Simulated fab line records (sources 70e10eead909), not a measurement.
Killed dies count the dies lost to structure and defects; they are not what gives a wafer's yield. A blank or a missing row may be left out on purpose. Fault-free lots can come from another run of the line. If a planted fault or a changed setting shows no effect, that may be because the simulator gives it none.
fab line records | flow nand_harc
record lots=6 | wafers=18 | last_day=33
route steps=1302 shown A_STAIRCASE@651
lots that met no fault: from a run of the same line without faults
start_h: hours from the record's opening day to when the first of the lot's shown wafers began | wait_h: time in hours since the lot's previous step | " same as the row above | L1.1+2: one row covering several wafers at once | - no value present, or no start provided | * or withheld: withheld | < > ~ a bound
route shown NAME@n: NAME is a module with steps in the file, n the number in the route of the first one | usual: mean/standard deviation taken from wafers without a fault | same: alike in all rows | chamber/n: place in a boat | sites: per-site readings | _std_site: how widely they spread, as a standard deviation | _edge_site: outer sites' mean less inner sites' | radius_mm: for every site, how far away it sits from the centre of the wafer | mask NAME#n: copy n | behind: the tool/chamber that last shaped the wafer | hold: why the lot went on hold/how many hours it stayed there/how the hold came to an end | device: whichever transistor did not switch (one of n, p or np) | end of line: the route-end tests of the same wafers | where a step has no rows: the recipe by itself | killed: not the wafer's yield, but the dies lost to structure and defects at the first sort | map: a wafer's dies, x killed, . not, _ none there
set.NAME: the setting the step ran with; set.NAME@STEP: the setting that earlier step ran with | model.NAME: the simulator's own value behind a step, which no gauge read
lots at selected steps of the route; one table per step, one row per wafer
services: the hour from which a tool's chamber was out of use, counted from the record's first day as start_h (under 0 if before that day), plus the number of hours and why
## steps
# step NHARC_A_STAIRCASE_ETCH_169
# recipe target_depth_a=500 | time_s=107.1 | ion_energy_ev=120 | ch3f_flow_sccm=50 | o2_flow_sccm=30 | ar_flow_sccm=200 | rf_w=500 | bias_w=100 | chemistry=CH3F/O2
# usual drypump_motor_current_A=5.8/0.36 | oes_product_au=0.967/0.016 | rf_vpp_V=244.3/1.7 | showerhead_plenum_p_Torr=2.46/0.11 | throttle_valve_pct=20.663/0.0093
# same time_s=107.1
lot.wafer | tool        | chamber | start_h | wait_h | drypump_motor_current_A | oes_product_au | rf_hours_counter_h | rf_vpp_V | showerhead_plenum_p_Torr | throttle_valve_pct
L375.1    | rie_diel-01 | 3       | 459.57  | 0.1    | 6.3                     | 0.976          | 20                 | 245.9    | 2.45                     | 20.660
L375.4    | "           | 1       | "       | "      | 6.2                     | 0.958          | 20                 | 241.3    | 2.28                     | 20.649
L375.5    | "           | 3       | "       | "      | 6.3                     | 0.981          | -                  | 244.2    | 2.45                     | 20.647
L374.4    | rie_diel-01 | 3       | 464.08  | 0.1    | 6.3                     | 0.992          | 21                 | 243.5    | 2.45                     | 20.648
L374.3    | "           | 0       | "       | "      | 5.7                     | 0.974          | 20                 | 243.9    | 2.38                     | 20.673
L374.6    | "           | 2       | "       | "      | 5.7                     | 0.975          | -                  | 245.1    | 2.46                     | 20.671
L382.4    | rie_diel-01 | 3       | 537.21  | 0.1    | 6.3                     | 0.984          | 49                 | 241.6    | 2.44                     | 20.665
L382.6    | "           | 1       | "       | "      | 6.3                     | 0.956          | -                  | 240.1    | 2.28                     | 20.654
L382.5    | "           | 2       | "       | "      | 5.7                     | 0.956          | -                  | 244.1    | 2.45                     | 20.662
L381.3    | rie_diel-01 | 2       | 537.39  | 0.1    | 5.7                     | 0.953          | 47                 | 244.1    | 2.45                     | 20.664
L381.2    | "           | 3       | "       | "      | 6.3                     | 0.963          | 49                 | 245.1    | 2.44                     | 20.670
L381.6    | "           | 1       | "       | "      | 6.2                     | 0.946          | -                  | 242.7    | 2.28                     | 20.661
L383.3    | rie_diel-04 | 1       | 549.41  | 0.1    | 5.4                     | 0.945          | 5                  | 244.1    | 2.57                     | 20.660
L383.2    | "           | 3       | "       | "      | 5.6                     | 0.961          | 5                  | 244.8    | 2.48                     | 20.647
L383.6    | "           | 3       | "       | "      | 5.6                     | 0.976          | -                  | 244.7    | 2.48                     | 20.657
L386.3    | rie_diel-01 | 0       | 576.94  | 0.1    | 5.7                     | 0.991          | 5                  | 243.5    | 2.36                     | 20.668
L386.6    | "           | 2       | "       | "      | 5.7                     | 0.961          | -                  | 244.6    | 2.44                     | 20.653
L386.4    | "           | 1       | "       | "      | 6.2                     | 0.960          | -                  | 246.1    | 2.66                     | 20.678
# step NHARC_A_STAIRCASE_ETCH_170
# recipe target_depth_a=2000 | time_s=66.667 | ion_energy_ev=250 | c4f6_flow_sccm=25 | o2_flow_sccm=20 | ar_flow_sccm=500 | rf_w=600 | bias_w=500 | chemistry=C4F6/O2
# usual drypump_motor_current_A=5.8/0.35 | oes_product_au=0.977/0.015 | rf_vpp_V=547/3.4 | showerhead_plenum_p_Torr=3.92/0.16 | throttle_valve_pct=26.904/0.0087
# same time_s=66.667
lot.wafer | tool        | chamber | start_h | wait_h | drypump_motor_current_A | oes_product_au | rf_hours_counter_h | rf_vpp_V | showerhead_plenum_p_Torr | throttle_valve_pct
L375.1    | rie_diel-01 | 0       | -       | -      | 5.7                     | 0.991          | 19                 | 543      | 3.80                     | 26.892
L375.4    | "           | 2       | "       | "      | 5.7                     | 0.977          | 21                 | 548      | 3.92                     | 26.890
L375.5    | "           | 1       | "       | "      | 6.2                     | 0.962          | -                  | 542      | 3.66                     | 26.887
L374.3    | rie_diel-01 | 0       | -       | -      | 5.7                     | 0.965          | 20                 | 544      | 3.80                     | 26.903
L374.4    | "           | 1       | "       | "      | 6.3                     | 0.975          | 22                 | 541      | 3.66                     | 26.904
L374.6    | "           | 1       | "       | "      | 6.3                     | 0.965          | -                  | 541      | 3.66                     | 26.902
L382.4    | rie_diel-01 | 3       | -       | -      | 6.3                     | 0.991          | 49                 | 547      | 3.90                     | 26.893
L382.5    | "           | 1       | "       | "      | 6.2                     | 0.974          | -                  | 541      | 3.65                     | 26.921
L382.6    | "           | 2       | "       | "      | 5.7                     | 0.979          | -                  | 547      | 3.91                     | 26.897
L381.3    | rie_diel-01 | 0       | -       | -      | 5.7                     | 0.988          | 46                 | 545      | 3.78                     | 26.908
L381.2    | "           | 2       | "       | "      | 5.7                     | 0.952          | 47                 | 546      | 3.91                     | 26.904
L381.6    | "           | 0       | "       | "      | 5.7                     | 0.973          | -                  | 545      | 3.78                     | 26.906
L383.2    | rie_diel-04 | 3       | -       | -      | 5.6                     | 0.967          | 5                  | 547      | 3.96                     | 26.896
L383.3    | "           | 2       | "       | "      | 5.7                     | 0.954          | 5                  | 548      | 3.94                     | 26.902
L383.6    | "           | 1       | "       | "      | 5.4                     | 0.965          | -                  | 551      | 4.09                     | 26.910
L386.3    | rie_diel-01 | 2       | -       | -      | 5.7                     | 0.982          | 5                  | 544      | 3.90                     | 26.898
L386.6    | "           | 2       | "       | "      | 5.7                     | 0.990          | -                  | 548      | 3.90                     | 26.903
L386.4    | "           | 0       | "       | "      | 5.7                     | 1.006          | -                  | 543      | 3.78                     | 26.907
# step NHARC_A_STAIRCASE_STRIP_171
# recipe power_w=1500 | temp_c=250 | chemistry=O2
# usual drypump_motor_current_A=5.8/0.32 | heater_power_w=346/43
lot.wafer | tool            | chamber | start_h | wait_h | drypump_motor_current_A | heater_power_w | rf_hours_counter_h
L375.1    | plasma_asher-01 | 1       | 459.92  | -      | 6.3                     | 315            | 22
L375.4    | "               | 1       | "       | "      | 6.3                     | 309            | -
L375.5    | "               | 1       | "       | "      | 6.3                     | 312            | -
L374.3    | plasma_asher-01 | 1       | 464.40  | -      | 6.2                     | 313            | -
L374.4    | "               | 0       | "       | "      | 5.5                     | 413            | -
L374.6    | "               | 1       | "       | "      | 6.3                     | 309            | -
L382.4    | plasma_asher-01 | 0       | 537.54  | -      | 5.5                     | 377            | -
L382.5    | "               | 0       | "       | "      | 5.5                     | 381            | -
L382.6    | "               | 1       | "       | "      | 6.3                     | 333            | -
L381.2    | plasma_asher-02 | 0       | 537.64  | -      | 5.5                     | 335            | 24
L381.3    | "               | 0       | "       | "      | 5.5                     | 342            | -
L381.6    | "               | 0       | "       | "      | 5.5                     | 332            | -
L383.2    | plasma_asher-02 | 1       | 549.67  | -      | 5.8                     | 318            | 27
L383.3    | "               | 1       | "       | "      | 5.8                     | 323            | -
L383.6    | "               | 0       | "       | "      | 5.5                     | 333            | -
L386.4    | plasma_asher-02 | 0       | 577.47  | -      | 5.5                     | 328            | -
L386.3    | "               | 1       | "       | "      | 5.8                     | 322            | -
L386.6    | "               | 0       | "       | "      | 5.5                     | 338            | -
# step NHARC_A_STAIRCASE_STRIP_172
# recipe time_s=900 | temp_c=130 | chemistry=SPM
# step NHARC_A_STAIRCASE_PRECLEAN_173
# recipe time_s=* | temp_c=50 | bath_age_min=0 | chemistry=SC1
# step NHARC_A_STAIRCASE_SRD_174
# step NHARC_A_STAIRCASE_DEHYDRATE_01
# recipe temp_c=150 | time_s=120
# step NHARC_A_STAIRCASE_HMDS_02
# recipe time_s=30
# step NHARC_A_STAIRCASE_COAT_03
# recipe spin_rpm=1200
# step NHARC_A_STAIRCASE_SOFTBAKE_04
# recipe temp_c=135 | time_s=170
# step NHARC_A_STAIRCASE_EBR_05
# step NHARC_A_STAIRCASE_EXPOSE_06
# recipe na=0.5 | dose_mj=25.43 | mask_id=STAIR
# step NHARC_A_STAIRCASE_PEB_07
# recipe peb_temp_c=115 | peb_time_s=130
# usual chill_plate_temp_C=23.00/0.12 | exhaust_pa=45.2/1 | heater_power_total_W=123.87/0.19 | peb_time_s=130/0
lot.wafer | tool           | chamber | start_h | wait_h | chill_plate_temp_C | exhaust_pa | heater_power_total_W | peb_time_s
L375.1    | litho_track-05 | -       | 461.13  | 0.1    | -                  | -          | -                    | -
L375.4    | "              | -       | "       | "      | -                  | -          | -                    | -
L375.5    | "              | -       | "       | "      | -                  | -          | -                    | -
L374.3    | litho_track-03 | -       | 465.50  | 0.1    | -                  | -          | -                    | -
L374.4    | "              | -       | "       | "      | -                  | -          | -                    | -
L374.6    | "              | -       | "       | "      | -                  | -          | -                    | -
L382.4    | litho_track-02 | 0       | 538.64  | 0.0    | 23.12              | 43.9       | 123.82               | 130
L382.5    | "              | 0       | "       | "      | 23.15              | 44.3       | 123.77               | 130
L382.6    | "              | 0       | "       | "      | 23.08              | 46.2       | 123.90               | 130
L381.2    | litho_track-05 | 0       | 538.80  | 0.1    | 23.03              | 46.3       | 123.63               | 130
L381.3    | "              | 0       | "       | "      | 23.10              | 46.3       | 124.16               | 130
L381.6    | "              | 0       | "       | "      | 23.09              | 45.6       | 124.03               | 130
L383.2    | litho_track-03 | 0       | 550.89  | 0.1    | 22.89              | 45.6       | 123.90               | 130
L383.3    | "              | 0       | "       | "      | 22.83              | 46.0       | 123.96               | 130
L383.6    | "              | 0       | "       | "      | 22.89              | 44.9       | 123.98               | 130
L386.3    | litho_track-05 | 0       | 578.58  | 0.0    | 22.82              | 44.2       | 123.97               | 130
L386.4    | "              | 0       | "       | "      | 22.86              | 44.4       | 123.89               | 130
L386.6    | "              | 0       | "       | "      | 23.06              | 44.5       | 124.05               | 130
# step NHARC_A_STAIRCASE_DEVELOP_08
# recipe time_s=140
## services
tool            | chamber | start_h | hours | kind
rie_diel-01     | 0       | 441.19  | -     | clean
rie_diel-01     | 1       | 441.19  | -     | clean
rie_diel-01     | 2       | 441.19  | -     | clean
rie_diel-01     | 3       | 441.19  | -     | clean
litho_track-03  | -       | 450.00  | 7.0   | pm
plasma_asher-01 | -       | 460.33  | 2.0   | repair
rie_diel-01     | 0       | 465.69  | -     | clean
rie_diel-01     | 1       | 465.69  | -     | clean
rie_diel-01     | 2       | 465.69  | -     | clean
rie_diel-01     | 3       | 465.69  | -     | clean
litho_track-05  | -       | 474.00  | 7.0   | pm
rie_diel-01     | 0       | 491.03  | -     | clean
rie_diel-01     | 1       | 491.03  | -     | clean
rie_diel-01     | 2       | 491.03  | -     | clean
rie_diel-01     | 3       | 491.03  | -     | clean
rie_diel-01     | 0       | 515.57  | -     | clean
rie_diel-01     | 1       | 515.57  | -     | clean
rie_diel-01     | 2       | 515.57  | -     | clean
rie_diel-01     | 3       | 515.57  | -     | clean
plasma_asher-01 | -       | 519.23  | 9.0   | pm
rie_diel-04     | -       | 532.93  | 9.0   | pm
rie_diel-01     | 0       | 540.07  | -     | clean
rie_diel-01     | -       | 557.89  | 9.0   | pm
litho_track-02  | -       | 577.00  | 7.0   | pm
## key
first_sign step=NHARC_A_STAIRCASE_PEB_07 | reading=tool_record | direction=missing
effect none on later readings
met_at NHARC_A_STAIRCASE_PEB_07
struck_wafers L374.3,L374.4,L374.6,L375.1,L375.4,L375.5
rows_end L374.3,L374.4,L374.6
later_rows_left_out L375.1,L375.4,L375.5
sort_left_out L375.1,L375.4,L375.5
tester_left_out L375
fault kind=skipped_step_whole | tool=litho_track-03,litho_track-05 | chamber=- | onset_h=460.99 | steps=NHARC_A_STAIRCASE_PEB_07 | scope=struck_lots_only
# tester_left_out: of these lots the tester's yield and bins aren't shown, on N5 and GAA mostly nor the transistor test; their killed dies are dies lost to structure and defects alone, not to doping, threshold or leakage, so they don't give the yield
# sort_left_out: the simulated sort isn't trusted on such a fault, so these wafers' sort isn't shown, and their yield isn't known
# later_rows_left_out: the simulator's readings of these wafers behind a module that went badly wrong aren't trusted and aren't shown, but for the sort
# rows_end: these wafers met a further fault down the route, and their rows from its step on are left out
